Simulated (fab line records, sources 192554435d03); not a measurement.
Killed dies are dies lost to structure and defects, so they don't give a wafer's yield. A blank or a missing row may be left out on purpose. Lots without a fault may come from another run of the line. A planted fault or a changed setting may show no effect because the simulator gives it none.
Chamber matching | flow n5_finfet | N5_BEOL_M3_DESCUM_16 on rie_diel-06: 4 sister chambers
The step chemistry O2, time 7 s. 16 wafers are shown with their chamber, then 8 later ones without.

WAFERS WITH THEIR CHAMBER
wafer  | chamber | throttle_valve_pct (%) | showerhead_plenum_p_Torr (Torr) | drypump_motor_current_A (A)
L077.2 | 1       | 20.08                  | 2.14                            | 6.1
L077.4 | 3       | 20.17                  | 2.21                            | 5.8
L077.5 | 3       | 20.18                  | 2.21                            | 5.8
L078.3 | 3       | 20.18                  | 2.21                            | 5.9
L078.4 | 1       | 20.08                  | 2.14                            | 6.1
L078.5 | 3       | 20.18                  | 2.21                            | 5.9
L079.1 | 3       | 20.18                  | 2.21                            | 5.9
L079.2 | 1       | 20.10                  | 2.14                            | 6.2
L079.6 | 2       | 20.38                  | 2.14                            | 5.2
L085.1 | 0       | 20.60                  | 2.06                            | 5.9
L085.4 | 1       | 20.10                  | 2.13                            | 6.1
L085.5 | 2       | 20.40                  | 2.13                            | 5.2
L087.3 | 2       | 20.40                  | 2.13                            | 5.2
L087.4 | 3       | 20.19                  | 2.21                            | 5.8
L087.6 | 1       | 20.10                  | 2.13                            | 6.2
L089.1 | 3       | 20.20                  | 2.20                            | 5.8

SIGNATURES (means of the wafers above)
reading                  | chamber 0 | chamber 1 | chamber 2 | chamber 3 | scatter within a chamber
throttle_valve_pct       | 20.6000   | 20.0920   | 20.3933   | 20.1829   | 0.0104
showerhead_plenum_p_Torr | 2.0600    | 2.1360    | 2.1333    | 2.2086    | 0.00476
drypump_motor_current_A  | 5.900     | 6.140     | 5.200     | 5.843     | 0.0493
Rule: a wafer's distance from a chamber is the root of the sum, over the readings, of the square of ((its reading less the chamber's mean) divided by the reading's scatter). The wafer belongs to the nearest chamber; if the next one is less than 2 further off, it can't be placed. The scatter: the root of (the sum of the squares of (reading less its chamber's mean) over the shown wafers, divided by (wafers less chambers)).

WAFERS WITHOUT THEIR CHAMBER
wafer  | throttle_valve_pct (%) | showerhead_plenum_p_Torr (Torr) | drypump_motor_current_A (A)
L089.2 | 20.40                  | 2.13                            | 5.2
L089.4 | 20.10                  | 2.13                            | 6.2
L097.1 | 20.13                  | 2.13                            | 6.2
L097.2 | 20.23                  | 2.20                            | 5.8
L097.3 | 20.43                  | 2.12                            | 5.2
L097.4 | 20.26                  | 2.06                            | 6.0
L097.5 | 20.45                  | 2.12                            | 5.2
L097.6 | 20.23                  | 2.20                            | 5.8

WHICH CHAMBER EACH WENT THROUGH
wafer  | from the rows above | in truth
L089.2 | 2                   | 2
L089.4 | 1                   | 1
L097.1 | 1                   | 1
L097.2 | 3                   | 3
L097.3 | 2                   | 2
L097.4 | 1                   | 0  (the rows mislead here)
L097.5 | 2                   | 2
L097.6 | 3                   | 3
Placed correctly: 7 of 8. Can't be placed from these rows: 0. Placed wrongly: 1.
